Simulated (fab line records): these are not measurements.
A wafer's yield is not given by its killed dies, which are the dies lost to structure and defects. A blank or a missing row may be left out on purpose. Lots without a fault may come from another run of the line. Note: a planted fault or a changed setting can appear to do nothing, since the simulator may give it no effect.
What tool caused it? -- flow nand harc -- 24 lots with 72 wafers sampled at 5 steps, on a route of 1159 steps

WHAT THE GAUGES SHOWED, per wafer
NHARC_A_BLC_OVL_MEAS_11.
lot,measured,on,overlay x nm (nm),overlay y nm (nm)
L074,day 17 08:19,overlay-01,-1.0 -1.8 -0.9,-0.2 -1.3 -1.2
L075,day 17 14:56,overlay-02,-1.4 -1.0 -1.0,-0.6 -0.5 -0.5
L077,day 17 17:14,overlay-02,0.1 0.5 -0.1,0.8 0.9 0.6
L076,day 17 17:52,overlay-02,0.0 -1.0 -0.9,-0.9 -1.1 -1.0
L078,day 18 03:12,overlay-02,-1.9 -2.3 -1.6,0.5 1.2 0.2
L079,day 18 11:13,overlay-02,0.5 1.0 0.1,-0.8 -1.1 -1.1
L081,day 18 19:46,overlay-01,-1.0 -1.0 -0.9,0.5 0.5 1.1
L082,day 19 00:06,overlay-01,-0.3 -1.3 -0.3,-1.3 -1.8 -1.2
L085,day 19 08:17,overlay-01,-0.2 -0.4 -0.4,0.4 0.0 0.5
L083,day 19 13:33,overlay-01,1.3 0.3 0.8,0.2 0.5 -0.4
L080,day 19 14:09,overlay-01,-1.7 -1.9 -2.0,0.8 0.4 -0.1
L084,day 19 19:28,overlay-02,1.5 1.9 2.0,0.9 0.9 0.7
L086,day 20 01:10,overlay-02,0.6 0.3 0.0,0.0 1.5 0.3
L087,day 20 06:07,overlay-01,-0.4 -0.2 -0.6,0.6 0.6 0.2
L088,day 20 11:41,overlay-01,0.1 -0.2 0.1,-0.8 -0.6 -0.6
L089,day 20 16:28,overlay-01,-0.4 -0.5 -0.6,1.7 1.8 1.9
L090,day 21 12:02,overlay-02,1.0 1.4 1.6,0.7 0.2 0.1
L091,day 21 12:23,overlay-02,-0.8 -0.4 -1.4,-0.1 -0.1 -0.1
L093,day 21 21:09,overlay-02,1.1 1.5 1.5,0.5 0.3 0.7
L092,day 21 21:23,overlay-01,0.0 0.1 -0.2,-0.2 0.8 0.0
L094,day 22 01:00,overlay-02,0.4 0.4 0.7,-0.3 -0.4 -0.4
L095,day 22 08:50,overlay-02,-0.5 0.1 -0.2,-0.8 -1.6 -0.6
L097,day 22 19:46,overlay-02,1.2 1.7 1.4,-0.4 -0.4 -0.4
L096,day 23 12:47,overlay-02,0.0 0.3 0.5,-1.6 -1.3 -1.0

NHARC_A_M1_CD_MEAS_16.
lot,measured,on,cd nm (nm)
L074,day 17 21:06,cd sem-01,118.8 119.1 119.2
L075,day 18 01:28,cd sem-01,118.1 119.3 119.0
L077,day 18 02:11,cd sem-02,118.1 118.9 118.2
L076,day 18 02:43,cd sem-03,119.3 119.2 119.0
L078,day 18 14:12,cd sem-01,119.3 118.3 119.6
L079,day 18 21:58,cd sem-01,121.1 120.6 120.0
L081,day 19 05:28,cd sem-02,119.6 119.9 120.3
L082,day 19 09:05,cd sem-03,119.1 120.3 120.1
L085,day 19 18:05,cd sem-02,120.4 118.0 119.1
L083,day 20 00:41,cd sem-03,120.6 118.9 119.6
L080,day 20 01:14,cd sem-01,117.4 118.6 118.7
L084,day 20 03:59,cd sem-02,120.7 118.5 120.0
L086,day 20 11:18,cd sem-01,120.1 120.9 120.6
L087,day 20 14:39,cd sem-01,118.1 118.5 119.0
L088,day 20 22:18,cd sem-01,119.3 118.4 119.9
L089,day 21 15:55,cd sem-02,119.8 118.7 119.5
L090,day 21 21:49,cd sem-01,121.7 121.3 120.5
L091,day 21 22:14,cd sem-03,120.2 119.6 119.6
L093,day 22 07:29,cd sem-03,119.0 118.0 117.9
L092,day 22 08:00,cd sem-02,117.1 118.6 119.1
L094,day 22 14:07,cd sem-03,120.2 119.6 119.7
L095,day 22 18:47,cd sem-01,118.4 117.4 118.6
L097,day 23 09:19,cd sem-02,119.0 119.2 117.1
L096,day 23 21:19,cd sem-02,118.2 119.4 117.6

NHARC_A_BONDPAD_THK_MEAS_30: measures by ellipsometry.
lot,measured,on,thk nm (nm)
L074,day 18 00:44,film metro-02,200.9 202.4 200.3
L075,day 18 05:40,film metro-02,199.8 197.8 200.1
L077,day 18 05:58,film metro-02,200.0 201.5 202.8
L076,day 18 06:27,film metro-01,201.8 201.6 199.2
L078,day 18 18:08,film metro-01,201.3 198.6 200.5
L079,day 19 01:42,film metro-01,202.6 202.1 199.1
L081,day 19 09:05,film metro-02,199.8 201.6 197.2
L082,day 19 12:46,film metro-01,201.6 200.4 197.2
L085,day 19 21:51,film metro-02,201.3 197.6 201.4
L083,day 20 04:20,film metro-02,199.4 200.2 201.5
L080,day 20 04:51,film metro-01,200.4 201.2 199.1
L084,day 20 07:44,film metro-02,200.2 199.9 200.0
L086,day 20 14:57,film metro-01,200.7 200.6 199.1
L087,day 20 18:28,film metro-02,198.3 199.0 199.9
L088,day 21 01:57,film metro-02,199.5 201.5 200.9
L089,day 21 19:34,film metro-01,201.4 199.6 199.7
L090,day 22 01:31,film metro-01,201.0 197.4 197.5
L091,day 22 01:54,film metro-01,200.2 199.3 201.0
L093,day 22 11:08,film metro-01,199.8 200.0 198.1
L092,day 22 11:38,film metro-01,201.2 198.2 199.6
L094,day 22 18:14,film metro-02,202.7 200.2 200.0
L095,day 22 22:26,film metro-02,202.6 198.7 203.4
L097,day 23 13:30,film metro-02,198.7 200.0 198.7
L096,day 24 01:01,film metro-01,200.8 200.8 200.7

WHAT TOOL EACH LOT RAN ON (gives the tool, then ch and the chambers of the sampled wafers, and finally the start)
lot,NHARC_A_M0_CMP_23,NHARC_A_M1_STRIP_18
L074,"cmp-02 ch 0,1,2, day 17 18:46","rie diel-09 ch 0,1,2, day 17 21:11"
L075,"cmp-02 ch 0,1,2, day 17 23:13","rie diel-02 ch 0,1,3, day 18 01:32"
L077,"cmp-03 ch 0,2, day 17 23:51","rie diel-02 ch 0,1, day 18 02:17"
L076,"cmp-02 ch 1,2,3, day 18 00:24","rie diel-02 ch 2,3, day 18 02:46"
L078,"cmp-04 ch 1,3, day 18 11:50","rie diel-02 ch 1,2, day 18 14:16"
L079,"cmp-02 ch 0,1, day 18 19:29","rie diel-02 ch 1,2,3, day 18 22:05"
L081,"cmp-03 ch 1,2,3, day 19 03:06","rie diel-02 ch 0,2, day 19 05:34"
L082,"cmp-03 ch 2,3, day 19 06:44","rie diel-06 ch 0,1,2, day 19 09:12"
L085,"cmp-02 ch 1,2,3, day 19 15:52","rie diel-06 ch 0,1,2, day 19 18:09"
L083,"cmp-04 ch 0,1,3, day 19 22:31","rie diel-02 ch 1,2,3, day 20 00:50"
L080,"cmp-02 ch 1,2,3, day 19 22:46","rie diel-02 ch 0,1,3, day 20 01:18"
L084,"cmp-02 ch 0,1,2, day 20 01:49","rie diel-06 ch 1,2,3, day 20 04:08"
L086,"cmp-04 ch 1,2,3, day 20 09:02","rie diel-09 ch 1,2,3, day 20 11:23"
L087,"cmp-02 ch 0,1, day 20 12:08","rie diel-09 ch 0,2, day 20 14:47"
L088,"cmp-04 ch 0,1,2, day 20 20:03","rie diel-06 ch 1,2,3, day 20 22:24"
L089,"cmp-03 ch 0,3, day 21 13:31","rie diel-06 ch 1,2, day 21 15:59"
L090,"cmp-02 ch 1,2,3, day 21 19:37","rie diel-09 ch 1,3, day 21 21:53"
L091,"cmp-03 ch 0,2,3, day 21 19:52","rie diel-06 ch 0,1,2, day 21 22:18"
L093,"cmp-04 ch 0,2,3, day 22 05:04","rie diel-06 ch 0,2,3, day 22 07:37"
L092,"cmp-03 ch 1,2, day 22 05:35","rie diel-06 ch 0,1,2, day 22 08:08"
L094,"cmp-03 ch 0,1,3, day 22 11:43","rie diel-09 ch 0,1,3, day 22 14:11"
L095,"cmp-04 ch 1,2,3, day 22 16:22","rie diel-02 ch 0,1,2, day 22 18:52"
L097,"cmp-02 ch 1,2,3, day 23 06:46","rie diel-09 ch 2,3, day 23 09:25"
L096,"cmp-02 ch 0,1,3, day 23 18:58","rie diel-09 ch 0,1, day 23 21:23"
- NHARC_A_M0_CMP_23: polishes, t overpolish 20 s, target thk 113.75 nm.
- NHARC_A_M1_STRIP_18: strips in N2/H2.

AS READ BY THE TOOLS THEMSELVES (means over the sampled wafers that have a number; for cases with no such wafer, the mark the record gives instead)
NHARC_A_M0_CMP_23.
lot,tool,motor current A (A),time to endpoint s (s)
L074,cmp-02,12.2,29
L075,cmp-02,12.3,27
L077,cmp-03,11.8,33
L076,cmp-02,11.5,28
L078,cmp-04,12.3,28
L079,cmp-02,11.4,30
L081,cmp-03,12.3,32
L082,cmp-03,12.6,33
L085,cmp-02,12.0,28
L083,cmp-04,12.6,27
L080,cmp-02,11.9,29
L084,cmp-02,11.8,28
L086,cmp-04,12.2,27
L087,cmp-02,11.3,26
L088,cmp-04,12.8,29
L089,cmp-03,10.6,33
L090,cmp-02,12.2,27
L091,cmp-03,11.5,33
L093,cmp-04,11.9,28
L092,cmp-03,13.0,32
L094,cmp-03,11.6,31
L095,cmp-04,12.4,31
L097,cmp-02,11.9,28
L096,cmp-02,11.5,29

NHARC_A_M1_STRIP_18.
lot,tool,drypump motor current A (A),oes product au (a.u.),rf vpp V (V),showerhead plenum p Torr (Torr),throttle valve pct (%)
L074,rie diel-09,5.5,1.008,91.6,2.10,14.168
L075,rie diel-02,5.6,1.003,91.8,2.12,14.169
L077,rie diel-02,5.8,1.017,90.3,2.11,14.173
L076,rie diel-02,5.8,1.003,89.8,1.99,14.172
L078,rie diel-02,6.1,1.008,90.6,1.98,14.174
L079,rie diel-02,5.9,1.011,91.3,2.05,14.179
L081,rie diel-02,5.7,1.019,90.8,2.00,14.173
L082,rie diel-06,5.8,1.005,91.2,2.07,14.170
L085,rie diel-06,5.8,1.000,90.9,2.07,14.166
L083,rie diel-02,5.8,1.002,91.4,2.05,14.174
L080,rie diel-02,5.6,1.012,91.2,2.12,14.169
L084,rie diel-06,5.7,0.997,90.3,2.06,14.179
L086,rie diel-09,5.4,0.995,90.2,2.07,14.167
L087,rie diel-09,5.4,1.021,91.3,2.17,14.165
L088,rie diel-06,5.7,0.986,90.1,2.06,14.172
L089,rie diel-06,5.6,1.004,91.0,1.99,14.167
L090,rie diel-09,5.5,0.995,90.3,2.02,14.179
L091,rie diel-06,5.8,1.012,92.0,2.07,14.173
L093,rie diel-06,5.5,0.999,90.8,2.08,14.172
L092,rie diel-06,5.8,1.006,91.0,2.07,14.172
L094,rie diel-09,5.4,0.996,91.6,2.09,14.166
L095,rie diel-02,5.8,1.020,90.9,2.05,14.169
L097,rie diel-09,5.1,1.004,91.5,2.10,14.170
L096,rie diel-09,5.5,0.996,89.9,2.11,14.170

THE ANSWER, worked out from the rows above alone
Rule: the usual values come from the lots themselves. Put in order of their means at a reading, lots are off if they are a third of the lots or fewer, leave a main group of 4 or more, and stand apart from it by a gap of 3 or more times the standard deviation of the main group's means; of several such gaps the widest counts. A main group whose means are all the same, to the digits that the tables above print for the reading, isn't used. Also off: a lot with no number at a reading for which 4 or more lots have one. Where the step has rows for the other lots, those lots are counted as sound. First the gauges in route order, then the tools' own readings, where a lot's mean is used as printed above. At the first step where some lot is off, the reading lying furthest off is the one used; lots without a number count as furthest.
None of the lots is off at any reading shown; this tells nothing.

WHAT HAD BEEN PUT IN BY THE SIMULATOR
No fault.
